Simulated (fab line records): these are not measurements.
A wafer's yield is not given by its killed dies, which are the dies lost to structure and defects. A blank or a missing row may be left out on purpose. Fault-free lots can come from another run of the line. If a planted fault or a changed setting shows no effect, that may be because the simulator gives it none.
Matching of chambers / flow nand harc / ald hk-04 running NHARC_A_CHANNEL_FILL_D2_ALD_14: 4 sister chambers
The step deposits SiO2, target thk 2.5 nm, pulse time 10 s, ald cycles 25. 18 wafers are shown with their chamber, then 9 later ones without.

== EACH WAFER AND ITS CHAMBER ==
wafer=L075.2; chamber=2; heater power w (W)=643; precursor pulse height rel=0.991
wafer=L075.3; chamber=0; heater power w (W)=481; precursor pulse height rel=0.990
wafer=L075.5; chamber=3; heater power w (W)=448; precursor pulse height rel=1.016
wafer=L077.3; chamber=1; heater power w (W)=516; precursor pulse height rel=0.991
wafer=L077.4; chamber=0; heater power w (W)=485; precursor pulse height rel=1.024
wafer=L077.5; chamber=3; heater power w (W)=465; precursor pulse height rel=1.020
wafer=L082.1; chamber=2; heater power w (W)=659; precursor pulse height rel=0.969
wafer=L082.3; chamber=0; heater power w (W)=478; precursor pulse height rel=0.997
wafer=L082.6; chamber=0; heater power w (W)=487; precursor pulse height rel=1.037
wafer=L085.1; chamber=2; heater power w (W)=668; precursor pulse height rel=1.007
wafer=L085.3; chamber=1; heater power w (W)=510; precursor pulse height rel=1.028
wafer=L085.6; chamber=0; heater power w (W)=492; precursor pulse height rel=1.029
wafer=L087.4; chamber=3; heater power w (W)=473; precursor pulse height rel=0.989
wafer=L087.5; chamber=2; heater power w (W)=675; precursor pulse height rel=1.002
wafer=L087.6; chamber=3; heater power w (W)=456; precursor pulse height rel=1.030
wafer=L089.1; chamber=3; heater power w (W)=434; precursor pulse height rel=1.024
wafer=L089.2; chamber=2; heater power w (W)=660; precursor pulse height rel=1.005
wafer=L089.3; chamber=1; heater power w (W)=516; precursor pulse height rel=0.986

SIGNATURES, as means of the wafers listed above
reading=heater power w; chamber 0=484.60; chamber 1=514.00; chamber 2=661.00; chamber 3=455.20; scatter within a chamber=10.8
reading=precursor pulse height rel; chamber 0=1.01540; chamber 1=1.00167; chamber 2=0.99480; chamber 3=1.01580; scatter within a chamber=0.0184
Rule: a wafer lies at a distance from a chamber equal to the root of the sum of squares, over the readings, of (its reading less the chamber's mean, divided by the reading's scatter). The wafer belongs to the nearest chamber; if the next one is less than 2 further off, it can't be placed. The scatter is the square root of a quotient: the sum, over the shown wafers, of each reading's squared deviation from its chamber's mean, divided by wafers minus chambers.

== WAFERS MISSING THEIR CHAMBER ==
wafer=L091.2; heater power w (W)=662; precursor pulse height rel=1.032
wafer=L091.4; heater power w (W)=434; precursor pulse height rel=0.991
wafer=L091.5; heater power w (W)=437; precursor pulse height rel=0.982
wafer=L095.1; heater power w (W)=443; precursor pulse height rel=0.990
wafer=L095.2; heater power w (W)=517; precursor pulse height rel=0.996
wafer=L095.5; heater power w (W)=508; precursor pulse height rel=1.014
wafer=L096.3; heater power w (W)=523; precursor pulse height rel=1.025
wafer=L096.5; heater power w (W)=437; precursor pulse height rel=1.014
wafer=L096.6; heater power w (W)=634; precursor pulse height rel=1.030

== CHAMBER TAKEN BY EACH ==
wafer=L091.2; from the rows above=2; in truth=2
wafer=L091.4; from the rows above=3; in truth=3
wafer=L091.5; from the rows above=3; in truth=3
wafer=L095.1; from the rows above=3; in truth=3
wafer=L095.2; from the rows above=1; in truth=1
wafer=L095.5; from the rows above=can't be placed: 1 or 0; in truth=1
wafer=L096.3; from the rows above=1; in truth=1
wafer=L096.5; from the rows above=3; in truth=3
wafer=L096.6; from the rows above=2; in truth=2
Placed correctly: 8 of 9. Cannot be placed on the basis of these rows: 1; the candidates contain the true chamber in 1. Placed wrongly: 0.
